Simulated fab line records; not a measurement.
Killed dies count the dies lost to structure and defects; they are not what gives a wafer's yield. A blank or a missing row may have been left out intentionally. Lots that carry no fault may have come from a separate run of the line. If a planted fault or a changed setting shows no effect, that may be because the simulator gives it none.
Which tool was responsible?    flow nand-harc    72 wafers from 24 lots sampled at 6 of the route's 1302 steps

## WHAT THE GAUGES SHOWED, per wafer
The record lacks any reading of a measuring or inspecting step that a usual standard deviation could be used to judge.

## WHICH TOOL RAN EACH LOT (tool, then ch and the chambers of the sampled wafers, then the start)
lot   NHARC_A_CONTACT_ETCH_75             NHARC_A_CONTACT_ETCH_78                        NHARC_A_CONTACT_ETCH_129              NHARC_A_CONTACT_ETCH_89                        NHARC_A_CONTACT_ETCH_135              NHARC_A_CONTACT_ETCH_136
L076  rie-diel-08 ch 0,1,3, day 22 07:14  rie-diel-08 ch 0,1,2, day 22 09:37 or earlier  har-cap-etch-02 ch 0,1, day 22 09:37  rie-diel-13 ch 0,1,2, day 22 16:16 or earlier  har-cap-etch-02 ch 0, day 22 16:16    har-cap-etch-02 ch 0, day 22 16:33
L074  rie-diel-09 ch 0,1,2, day 22 07:29  rie-diel-09 ch 1,2,3, day 22 09:53 or earlier  har-cap-etch-03 ch 0,1, day 22 09:53  rie-diel-08 ch 0,1,2, day 22 17:22 or earlier  har-cap-etch-03 ch 0,1, day 22 17:22  har-cap-etch-03 ch 0,1, day 22 17:39
L075  rie-diel-08 ch 0,1,3, day 22 10:23  rie-diel-08 ch 1,2,3, day 22 12:45 or earlier  har-cap-etch-01 ch 0,1, day 22 12:45  rie-diel-09 ch 0,2,3, day 22 19:22 or earlier  har-cap-etch-01 ch 0,1, day 22 19:22  har-cap-etch-01 ch 0,1, day 22 19:38
L077  rie-diel-13 ch 0,1,2, day 23 16:22  rie-diel-13 ch 0,2,3, day 23 18:43 or earlier  har-cap-etch-02 ch 0,1, day 23 18:43  rie-diel-09 ch 0,1,2, day 24 02:50 or earlier  har-cap-etch-02 ch 0,1, day 24 02:50  har-cap-etch-02 ch 0,1, day 24 03:07
L079  rie-diel-09 ch 0,1,3, day 23 19:32  rie-diel-09 ch 2,3, day 23 21:58 or earlier    har-cap-etch-03 ch 0,1, day 23 21:58  rie-diel-08 ch 0,2, day 24 05:53 or earlier    har-cap-etch-01 ch 0,1, day 24 05:53  har-cap-etch-01 ch 0,1, day 24 06:10
L078  rie-diel-13 ch 1,2,3, day 23 22:12  rie-diel-13 ch 0,1,2, day 24 00:40 or earlier  har-cap-etch-01 ch 0,1, day 24 00:40  rie-diel-08 ch 1,2,3, day 24 07:47 or earlier  har-cap-etch-02 ch 0,1, day 24 07:47  har-cap-etch-02 ch 0,1, day 24 08:07
L080  rie-diel-08 ch 0,1,2, day 24 14:55  rie-diel-08 ch 0,1,2, day 24 17:17 or earlier  har-cap-etch-01 ch 0,1, day 24 17:17  rie-diel-09 ch 0,1,2, day 24 23:56 or earlier  har-cap-etch-03 ch 0,1, day 24 23:56  har-cap-etch-03 ch 0,1, day 25 00:12
L081  rie-diel-08 ch 0,1,3, day 25 11:23  rie-diel-08 ch 0,1,2, day 25 13:47 or earlier  har-cap-etch-01 ch 0,1, day 25 13:47  rie-diel-13 ch 1,2,3, day 25 23:14 or earlier  har-cap-etch-03 ch 0,1, day 25 23:14  har-cap-etch-03 ch 0,1, day 25 23:31
L082  rie-diel-08 ch 0,1,2, day 25 15:33  rie-diel-08 ch 0,3, day 25 17:54 or earlier    har-cap-etch-03 ch 0,1, day 25 17:54  rie-diel-09 ch 0,1, day 26 07:04 or earlier    har-cap-etch-02 ch 0,1, day 26 07:04  har-cap-etch-02 ch 0,1, day 26 07:20
L083  rie-diel-08 ch 1,2, day 25 20:40    rie-diel-08 ch 0,3, day 25 23:01 or earlier    har-cap-etch-02 ch 0, day 25 23:01    rie-diel-08 ch 0,1,2, day 26 06:37 or earlier  har-cap-etch-03 ch 0, day 26 06:37    har-cap-etch-03 ch 0, day 26 06:53
L084  rie-diel-09 ch 1,2,3, day 25 20:52  rie-diel-09 ch 0,2,3, day 25 23:13 or earlier  har-cap-etch-01 ch 0,1, day 25 23:13  rie-diel-08 ch 1,2,3, day 26 07:32 or earlier  har-cap-etch-01 ch 0,1, day 26 07:32  har-cap-etch-01 ch 0,1, day 26 07:49
L085  rie-diel-13 ch 0,1,2, day 26 11:22  rie-diel-13 ch 2,3, day 26 13:48 or earlier    har-cap-etch-03 ch 0,1, day 26 13:48  rie-diel-08 ch 0,1,2, day 26 20:26 or earlier  har-cap-etch-01 ch 0,1, day 26 20:26  har-cap-etch-01 ch 0,1, day 26 20:43
L086  rie-diel-08 ch 0,1,2, day 26 11:38  rie-diel-08 ch 0,1,2, day 26 14:01 or earlier  har-cap-etch-02 ch 0,1, day 26 14:01  rie-diel-13 ch 0,1,3, day 26 22:05 or earlier  har-cap-etch-03 ch 0,1, day 26 22:05  har-cap-etch-03 ch 0,1, day 26 22:21
L088  rie-diel-08 ch 0,3, day 27 13:43    rie-diel-08 ch 0,2,3, day 27 16:27 or earlier  har-cap-etch-02 ch 0,1, day 27 16:27  rie-diel-08 ch 1,2,3, day 27 23:02 or earlier  har-cap-etch-02 ch 0,1, day 27 23:02  har-cap-etch-02 ch 0,1, day 27 23:19
L089  rie-diel-09 ch 0,3, day 27 15:06    rie-diel-09 ch 0,3, day 27 17:33 or earlier    har-cap-etch-01 ch 0,1, day 27 17:33  rie-diel-08 ch 2,3, day 28 00:50 or earlier    har-cap-etch-01 ch 0,1, day 28 00:50  har-cap-etch-01 ch 0,1, day 28 01:07
L087  rie-diel-13 ch 0,2,3, day 27 20:18  rie-diel-13 ch 1,3, day 27 22:40 or earlier    har-cap-etch-03 ch 0,1, day 27 22:40  rie-diel-08 ch 1,2,3, day 28 05:45 or earlier  har-cap-etch-03 ch 0,1, day 28 05:45  har-cap-etch-03 ch 0,1, day 28 06:01
L091  rie-diel-08 ch 0,2, day 28 23:58    rie-diel-08 ch 0,1,2, day 29 02:20 or earlier  har-cap-etch-02 ch 0,1, day 29 02:20  rie-diel-09 ch 1,2,3, day 29 14:08 or earlier  har-cap-etch-02 ch 0, day 29 14:08    har-cap-etch-02 ch 0, day 29 14:29
L092  rie-diel-08 ch 0,3, day 29 07:19    rie-diel-08 ch 0,1,3, day 29 09:40 or earlier  har-cap-etch-01 ch 0,1, day 29 09:40  rie-diel-09 ch 1,2, day 29 17:39 or earlier    har-cap-etch-03 ch 0,1, day 29 17:39  har-cap-etch-03 ch 0,1, day 29 17:55
L090  rie-diel-13 ch 0,1,2, day 29 08:47  rie-diel-13 ch 0,1, day 29 11:18 or earlier    har-cap-etch-03 ch 0,1, day 29 11:18  rie-diel-08 ch 0,1,2, day 29 21:27 or earlier  har-cap-etch-02 ch 0,1, day 29 21:27  har-cap-etch-02 ch 0,1, day 29 21:43
L093  rie-diel-08 ch 0,1,2, day 29 23:11  rie-diel-08 ch 2,3, day 30 01:37 or earlier    har-cap-etch-01 ch 0,1, day 30 01:37  rie-diel-08 ch 0,1,2, day 30 08:22 or earlier  har-cap-etch-03 ch 0,1, day 30 08:22  har-cap-etch-03 ch 0,1, day 30 08:38
L097  rie-diel-13 ch 0,1,2, day 31 01:49  rie-diel-09 ch 0,1,2, day 31 04:17 or earlier  har-cap-etch-01 ch 0,1, day 31 04:17  rie-diel-13 ch 0,1,3, day 31 11:23 or earlier  har-cap-etch-01 ch 0,1, day 31 11:23  har-cap-etch-01 ch 0,1, day 31 11:40
L094  rie-diel-09 ch 1,2,3, day 31 06:16  rie-diel-09 ch 1,2,3, day 31 08:44 or earlier  har-cap-etch-03 ch 0,1, day 31 08:44  rie-diel-08 ch 0,1,3, day 31 15:32 or earlier  har-cap-etch-01 ch 0,1, day 31 15:32  har-cap-etch-01 ch 0,1, day 31 15:47
L095  rie-diel-13 ch 0,2, day 31 07:44    rie-diel-13 ch 0,2, day 31 10:08 or earlier    har-cap-etch-02 ch 0, day 31 10:08    rie-diel-08 ch 0,1,2, day 31 16:52 or earlier  har-cap-etch-03 ch 0,1, day 31 16:52  har-cap-etch-03 ch 0,1, day 31 17:08
L096  rie-diel-13 ch 0,1,2, day 31 12:33  rie-diel-13 ch 1,2,3, day 31 15:13 or earlier  har-cap-etch-02 ch 0,1, day 31 15:13  rie-diel-08 ch 0,2,3, day 31 22:31 or earlier  har-cap-etch-02 ch 0,1, day 31 22:31  har-cap-etch-02 ch 0,1, day 31 22:47
- NHARC_A_CONTACT_ETCH_75: etches the open film in CF4, target depth 39 nm, time 65 s.
- NHARC_A_CONTACT_ETCH_78: etches the open film in O2/COS, target depth 5300 nm, time 1378 s.
- NHARC_A_CONTACT_ETCH_129: etches the open film in C4F8/O2/Ar, time 197 s, target depth 1918 nm.
- NHARC_A_CONTACT_ETCH_89: etches the open film in N2/H2, target depth 260 nm, time 475.3 s.
- NHARC_A_CONTACT_ETCH_135: etches the open film in C4F8/O2/Ar, time 311 s, target depth 1912 nm.
- NHARC_A_CONTACT_ETCH_136: etches the open film in C4F8/O2/Ar, time 311 s, target depth 1912 nm.

## AS READ BY THE TOOLS THEMSELVES (means over the sampled wafers that have a number; for cases with no such wafer, the mark the record gives instead)
NHARC_A_CONTACT_ETCH_75. Usual: drypump-motor-current-A 5.7 A, standard deviation 0.51; oes-product-au 1.004 a.u., standard deviation 0.0092; rf-vpp-V 151.2 V, standard deviation 1.1; showerhead-plenum-p-Torr 1.76 Torr, standard deviation 0.058; throttle-valve-pct 13.283 %, standard deviation 0.01.
lot   tool         drypump-motor-current-A (A)  oes-product-au (a.u.)  rf-vpp-V (V)  showerhead-plenum-p-Torr (Torr)  throttle-valve-pct (%)  flag
L076  rie-diel-08  5.7                          1.008                  150.9         1.75                             13.287                  
L074  rie-diel-09  6.0                          1.018                  151.9         1.77                             13.274                  
L075  rie-diel-08  5.7                          1.003                  151.5         1.75                             13.282                  
L077  rie-diel-13  5.6                          0.994                  151.4         1.77                             13.280                  
L079  rie-diel-09  5.6                          1.015                  151.4         1.76                             13.291                  
L078  rie-diel-13  5.5                          0.999                  151.7         1.79                             13.291                  
L080  rie-diel-08  6.0                          0.999                  150.6         1.75                             13.284                  
L081  rie-diel-08  5.7                          1.007                  151.5         1.75                             13.284                  
L082  rie-diel-08  6.0                          1.002                  150.8         1.75                             13.277                  
L083  rie-diel-08  6.2                          1.006                  150.8         1.75                             13.280                  
L084  rie-diel-09  6.0                          1.006                  150.9         1.75                             13.285                  
L085  rie-diel-13  5.6                          0.999                  151.3         1.76                             13.277                  
L086  rie-diel-08  6.1                          1.010                  150.1         1.75                             13.272                  
L088  rie-diel-08  5.5                          1.006                  151.9         1.75                             13.276                  
L089  rie-diel-09  5.1                          0.999                  150.2         1.70                             13.276                  
L087  rie-diel-13  5.7                          1.005                  151.8         1.78                             13.282                  
L091  rie-diel-08  6.0                          1.009                  151.2         1.79                             13.277                  
L092  rie-diel-08  5.6                          1.001                  150.9         1.74                             13.294                  
L090  rie-diel-13  5.6                          0.995                  150.8         1.76                             13.288                  
L093  rie-diel-08  6.1                          1.002                  151.0         1.74                             13.294                  
L097  rie-diel-13  5.6                          1.002                  151.3         1.75                             13.285                  
L094  rie-diel-09  6.0                          1.004                  151.0         1.74                             13.276                  
L095  rie-diel-13  5.8                          0.990                  150.2         1.74                             13.271                  
L096  rie-diel-13  5.6                          0.995                  151.5         1.75                             13.284                  

NHARC_A_CONTACT_ETCH_78. Usual: drypump-motor-current-A 5.7 A, standard deviation 0.53; oes-product-au 1.002 a.u., standard deviation 0.01; rf-vpp-V 313.9 V, standard deviation 1.7; showerhead-plenum-p-Torr 3.11 Torr, standard deviation 0.11; throttle-valve-pct 28.330 %, standard deviation 0.0089.
lot   tool         drypump-motor-current-A (A)  oes-product-au (a.u.)  rf-vpp-V (V)  showerhead-plenum-p-Torr (Torr)  throttle-valve-pct (%)  flag
L076  rie-diel-08  6.0                          1.006                  313.6         3.08                             28.336                  
L074  rie-diel-09  6.0                          1.011                  313.5         3.10                             28.327                  
L075  rie-diel-08  5.9                          0.998                  315.4         3.17                             28.326                  
L077  rie-diel-13  5.7                          1.004                  313.6         3.14                             28.334                  
L079  rie-diel-09  6.0                          1.011                  313.0         3.01                             28.338                  
L078  rie-diel-13  5.6                          1.002                  314.3         3.12                             28.329                  
L080  rie-diel-08  6.0                          1.010                  313.6         3.08                             28.335                  
L081  rie-diel-08  6.0                          1.001                  314.4         3.08                             28.330                  
L082  rie-diel-08  5.4                          1.001                  314.2         3.17                             28.331                  
L083  rie-diel-08  5.4                          1.007                  314.5         3.17                             28.325                  
L084  rie-diel-09  5.6                          1.003                  312.5         3.01                             28.349                  
L085  rie-diel-13  6.0                          1.004                  314.5         3.16                             28.325                  
L086  rie-diel-08  6.0                          1.002                  313.7         3.07                             28.328                  
L088  rie-diel-08  5.7                          1.006                  314.6         3.16                             28.332                  
L089  rie-diel-09  5.1                          0.999                  311.7         2.99                             28.328                  
L087  rie-diel-13  5.2                          0.989                  314.2         3.17                             28.340                  
L091  rie-diel-08  6.1                          0.999                  313.9         3.07                             28.327                  
L092  rie-diel-08  5.7                          1.006                  314.0         3.08                             28.324                  
L090  rie-diel-13  5.4                          0.990                  313.6         3.08                             28.331                  
L093  rie-diel-08  5.9                          0.994                  315.7         3.24                             28.331                  
L097  rie-diel-09  6.1                          1.007                  312.6         3.08                             28.327                  
L094  rie-diel-09  6.0                          1.008                  314.4         3.07                             28.320                  
L095  rie-diel-13  6.1                          0.994                  313.9         3.10                             28.333                  
L096  rie-diel-13  5.5                          1.000                  314.1         3.14                             28.330                  

NHARC_A_CONTACT_ETCH_89. Usual: drypump-motor-current-A 5.8 A, standard deviation 0.51; h2-flow-sccm 149.9 sccm, standard deviation 0.5; oes-product-au 1.001 a.u., standard deviation 0.01; rf-vpp-V 430.1 V, standard deviation 2.5; showerhead-plenum-p-Torr 2.03 Torr, standard deviation 0.083; throttle-valve-pct 14.170 %, standard deviation 0.0088.
lot   tool         drypump-motor-current-A (A)  h2-flow-sccm (sccm)  oes-product-au (a.u.)  rf-vpp-V (V)  showerhead-plenum-p-Torr (Torr)  throttle-valve-pct (%)  flag
L076  rie-diel-13  5.7                          149.7                0.990                  431.2         2.04                             14.166                  
L074  rie-diel-08  6.1                          149.9                1.005                  428.9         2.01                             14.163                  
L075  rie-diel-09  5.6                          150.2                1.009                  429.3         1.97                             14.166                  
L077  rie-diel-09  6.1                          150.3                1.011                  430.1         2.03                             14.172                  
L079  rie-diel-08  6.0                          150.1                1.002                  431.8         2.07                             14.178                  
L078  rie-diel-08  5.9                          150.2                1.000                  430.9         2.07                             14.176                  
L080  rie-diel-09  6.1                          150.0                1.013                  429.0         2.03                             14.177                  
L081  rie-diel-13  5.5                          149.3                1.005                  431.8         2.06                             14.170                  
L082  rie-diel-09  5.6                          150.2                1.005                  430.2         2.03                             14.167                  
L083  rie-diel-08  6.0                          149.4                1.003                  429.8         2.01                             14.166                  
L084  rie-diel-08  5.9                          149.8                0.996                  431.3         2.07                             14.174                  
L085  rie-diel-08  6.1                          149.6                1.010                  429.1         2.01                             14.170                  
L086  rie-diel-13  5.3                          150.3                1.003                  430.6         2.05                             14.164                  
L088  rie-diel-08  5.9                          149.4                0.992                  431.5         2.07                             14.168                  
L089  rie-diel-08  5.9                          150.0                1.003                  433.0         2.12                             14.166                  
L087  rie-diel-08  5.9                          150.2                0.998                  431.2         2.07                             14.169                  
L091  rie-diel-09  6.0                          149.6                1.005                  429.4         2.01                             14.167                  
L092  rie-diel-09  6.5                          149.9                1.003                  429.0         2.01                             14.172                  
L090  rie-diel-08  6.0                          150.0                0.999                  429.3         2.00                             14.163                  
L093  rie-diel-08  6.1                          150.5                0.996                  429.5         2.00                             14.164                  
L097  rie-diel-13  5.3                          149.8                1.001                  430.4         2.03                             14.164                  
L094  rie-diel-08  5.7                          150.2                0.997                  429.5         2.00                             14.167                  
L095  rie-diel-08  6.0                          149.6                0.984                  429.2         2.00                             14.164                  
L096  rie-diel-08  5.7                          149.7                0.985                  431.0         2.06                             14.170                  

## THE ANSWER, worked out from the rows above alone
Rule: a lot is off if the mean of its wafers that have a number lies more than 3 standard deviations from the usual mean. Also off: a lot with no number at a reading for which 4 or more lots have one. The other lots that the step has rows for count as sound. Order of review: gauges by route order, followed by the tools' own readings, for which a lot's mean as printed above is used. The first step at which some lot is off is used, and at that step the reading that is off furthest; a lot without a number counts as furthest.
No lot is off at any reading shown: from this, nothing can be told.

## WHAT THE SIMULATOR HAD INSERTED
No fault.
